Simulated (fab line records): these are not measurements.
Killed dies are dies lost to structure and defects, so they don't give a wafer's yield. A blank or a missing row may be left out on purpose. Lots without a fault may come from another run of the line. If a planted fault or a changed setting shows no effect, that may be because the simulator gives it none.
Matching of chambers    flow n5_finfet    rie_diel-04 running N5_MOL_CONTACT_COAG_ETCH_48: 4 sister chambers
The step etches SiOC in C4F6/O2, target depth 15 nm, overetch 4.5 nm, time 17 s. 4 wafers are shown with their chamber, then 7 later ones without.

WAFERS WITH THEIR CHAMBER
wafer   chamber  rf_vpp_V (V)
L077.4  0        1665
L087.4  2        1593
L094.4  1        1566
L094.5  3        1536

WAFERS MISSING THEIR CHAMBER
wafer   rf_vpp_V (V)
L094.6  1592
L095.2  1663
L095.4  1533
L095.5  1664
L096.2  1665
L096.3  1593
L096.4  1564

WHICH CHAMBER EACH ONE RAN IN
wafer   from the rows above  in truth
L094.6  2                    2
L095.2  0                    0
L095.4  3                    3
L095.5  0                    0
L096.2  0                    0
L096.3  2                    2
L096.4  1                    1
Correct placement for 7 of the 7. Can't be placed from these rows: 0. Placed wrongly: 0.
How it was worked out, from the rows above alone: a wafer's distance from a chamber is the root of the sum, over the readings, of the square of ((its reading less the chamber's mean) divided by the reading's scatter). If the next closest chamber is less than 2 further off than the closest, the wafer can't be placed; otherwise it belongs to the closest. The mean given for a chamber averages the wafers shown for that chamber. The scatter: root of mean squared gap, hidden wafer to nearest shown wafer, with one shown wafer a chamber.
